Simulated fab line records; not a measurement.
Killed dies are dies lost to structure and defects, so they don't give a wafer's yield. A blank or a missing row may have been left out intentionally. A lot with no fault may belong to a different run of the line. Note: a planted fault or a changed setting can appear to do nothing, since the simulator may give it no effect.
Which of the tools did it?	flow nand harc	39 wafers from 13 lots sampled at 6 of the route's 1302 steps

## WHAT EACH GAUGE READ, for each wafer
NHARC_A_CHANNEL_HOLE_D1_INSPECT_40. Usual: raw defect count reads 72 (standard deviation 25).
lot	measured	on	raw defect count	flag
L207	day 8 19:03	defect inspect-01	104 112 106	
L208	day 9 15:46	defect inspect-01	137 78 115	
L209	day 9 20:19	defect inspect-01	43 52 51	
L210	day 10 06:47	defect inspect-01	113 98 108	
L212	day 10 23:01	defect inspect-02	83 99 104	
L217	day 13 16:22	defect inspect-02	88 78 49	
L218	day 13 23:38	defect inspect-02	67 77 51	
L221	day 14 19:11	defect inspect-01	35 30 41	
L224	day 16 03:33	defect inspect-01	75 76 70	
L225	day 16 10:04	defect inspect-01	47 58 51	
L227	day 17 14:45	defect inspect-01	51 75 62	
L228	day 18 03:53	defect inspect-01	48 52 55	
L229	day 18 04:37	defect inspect-02	67 67 55	

NHARC_A_CHANNEL_FILL_D1_THK_MEAS_06: measures by ellipsometry. Usual: thk nm reads 4.9 nm (standard deviation 0.94).
lot	measured	on	thk nm (nm)	flag
L207	day 10 07:22	film metro-02	4.8 5.8 6.9	
L208	day 11 06:05	film metro-01	4.3 6.0 4.1	
L209	day 11 06:05	film metro-02	4.5 6.2 4.9	
L210	day 11 19:13	film metro-02	4.2 5.3 3.3	
L212	day 12 11:00	film metro-01	3.4 5.9 5.6	
L217	day 15 07:49	film metro-02	4.4 4.1 5.4	
L218	day 15 11:27	film metro-02	5.7 3.9 3.6	
L221	day 16 10:30	film metro-01	6.2 4.1 4.4	
L224	day 17 16:13	film metro-01	4.6 4.2 3.6	
L225	day 17 22:43	film metro-02	4.8 4.6 4.9	
L227	day 19 03:11	film metro-01	4.2 5.6 4.8	
L228	day 19 16:48	film metro-02	5.9 3.8 2.5	
L229	day 19 16:48	film metro-01	6.2 4.8 4.5	

NHARC_A_ONON_D2_THK_MEAS_08: measures by ellipsometry. Usual: thk nm reads 1003 nm (standard deviation 12).
lot	measured	on	thk nm (nm)	flag
L207	day 12 10:45	film metro-02	1011 1009 1011	
L208	day 13 05:08	film metro-02	1005 1006 1008	
L209	day 13 05:08	film metro-01	1000 1000 1000	
L210	day 13 16:59	film metro-01	1001 1003 1003	
L212	day 14 07:42	film metro-02	1024 1025 1024	
L217	day 17 06:44	film metro-02	531 529 530	OFF
L218	day 17 06:46	film metro-01	983 982 983	
L221	day 18 12:17	film metro-01	546 545 546	OFF
L224	day 19 19:19	film metro-02	1021 1019 1020	
L225	day 19 19:20	film metro-01	999 999 997	
L227	day 21 02:14	film metro-01	996 997 996	
L228	day 21 14:49	film metro-02	1003 1001 1005	
L229	day 21 14:49	film metro-01	1016 1014 1014	

NHARC_END_SORT_01. Usual: killed at array 61, standard deviation 26; killed at other 0.8, standard deviation 1.1; killed at periphery 4.0, standard deviation 2.6; killed dies 66, standard deviation 26; killed open 3.1, standard deviation 1.7; killed short 2.5, standard deviation 1.5.
lot	measured	on	killed at array	killed at other	killed at periphery	killed dies	killed open	killed short	flag
L217	day 29 18:49	prober-02	671 672 670	3 2 0	3 3 7	677 677 677	2 2 2	5 1 1	OFF
L221	day 30 15:26	prober-01	672 673 673	0 0 0	5 4 4	677 677 677	3 5 6	3 2 0	OFF

## WHAT TOOL EACH LOT RAN ON (gives the tool, then ch and the chambers of the sampled wafers, and finally the start)
lot	NHARC_A_CHANNEL_HOLE_D1_XSEM_31	NHARC_A_ONON_D2_DEP_06
L207	xsem-01 ch 0, day 8 18:57	pecvd onon-02 ch 0, day 12 10:14
L208	xsem-02 ch 0, day 9 15:40	pecvd onon-03 ch 0, day 13 04:37
L209	xsem-01 ch 0, day 9 20:13	pecvd onon-04 ch 0, day 13 04:37
L210	xsem-02 ch 0, day 10 06:42	pecvd onon-02 ch 0, day 13 16:32
L212	xsem-01 ch 0, day 10 22:54	pecvd onon-02 ch 0, day 14 07:11
L217	xsem-02 ch 0, day 13 16:16	pecvd onon-02 ch 0, day 17 06:17
L218	xsem-02 ch 0, day 13 23:32	pecvd onon-03 ch 0, day 17 06:22
L221	xsem-01 ch 0, day 14 19:06	pecvd onon-02 ch 0, day 18 11:50
L224	xsem-02 ch 0, day 16 03:27	pecvd onon-03 ch 0, day 19 18:49
L225	xsem-01 ch 0, day 16 09:58	pecvd onon-04 ch 0, day 19 18:49
L227	xsem-02 ch 0, day 17 14:39	pecvd onon-03 ch 0, day 21 01:43
L228	xsem-02 ch 0, day 18 03:47	pecvd onon-02 ch 0, day 21 14:22
L229	xsem-01 ch 0, day 18 04:31	pecvd onon-03 ch 0, day 21 14:22
- NHARC_A_CHANNEL_HOLE_D1_XSEM_31
- NHARC_A_ONON_D2_DEP_06: target thk 1000 nm.

## WHAT THE TOOLS THEMSELVES READ (means of the sampled wafers that have a number; where no wafer has one, the mark that the record gives instead)
NHARC_A_CHANNEL_HOLE_D1_XSEM_31. Usual: bot cd nm 74.6 nm, standard deviation 1.5; bow nm 8.60 nm, standard deviation 0.23; tilt deg 0.07 degrees, standard deviation 0.043.
lot	tool	bot cd nm (nm)	bow nm (nm)	tilt deg (degrees)	flag
L207	xsem-01	74.2	8.27	0.06	
L208	xsem-02	76.5	8.50	0.12	
L209	xsem-01	74.8	8.83	0.03	
L210	xsem-02	73.8	8.68	0.07	
L212	xsem-01	74.7	8.60	0.03	
L217	xsem-02	74.9	8.47	0.09	
L218	xsem-02	76.6	8.60	0.11	
L221	xsem-01	73.8	8.14	0.13	
L224	xsem-02	75.7	8.90	0.14	
L225	xsem-01	74.1	8.78	0.11	
L227	xsem-02	73.3	9.01	0.09	
L228	xsem-02	74.1	8.71	0.06	
L229	xsem-01	72.9	8.64	0.07	

NHARC_A_ONON_D2_DEP_06. Usual: n2o flow sccm reads 2000 sccm (standard deviation 5.9).
lot	tool	n2o flow sccm (sccm)	flag
L207	pecvd onon-02	2002	
L208	pecvd onon-03	1996	
L209	pecvd onon-04	1996	
L210	pecvd onon-02	2002	
L212	pecvd onon-02	1997	
L217	pecvd onon-02	2003	
L218	pecvd onon-03	2004	
L221	pecvd onon-02	2001	
L224	pecvd onon-03	2002	
L225	pecvd onon-04	1996	
L227	pecvd onon-03	1995	
L228	pecvd onon-02	2001	
L229	pecvd onon-03	2001	

## THE ANSWER, worked out from the rows above alone
Rule: lot off if the mean of its wafers having a number is beyond 3 standard deviations from the usual mean. A lot without any number at a reading at which 4 lots or more have one is off too. All remaining lots with rows at the step are treated as sound. Order of review: gauges by route order, followed by the tools' own readings, for which a lot's mean as printed above is used. The first step at which some lot is off is used, and at that step the reading that is off furthest; a lot without a number counts as furthest.
Off: L217, L221 (NHARC_A_ONON_D2_THK_MEAS_08, thk nm).
If a tool, at a process step before that reading, ran all the lots that are off and no sound lot after the first of them, it fits. The gauges at NHARC_A_ONON_D2_THK_MEAS_08 aren't tried: what is off there is off at NHARC_END_SORT_01 too, on other tools, and a gauge's error can't cause that. No candidate that was tried fits.

## WHAT THE SIMULATOR HAD PUT IN
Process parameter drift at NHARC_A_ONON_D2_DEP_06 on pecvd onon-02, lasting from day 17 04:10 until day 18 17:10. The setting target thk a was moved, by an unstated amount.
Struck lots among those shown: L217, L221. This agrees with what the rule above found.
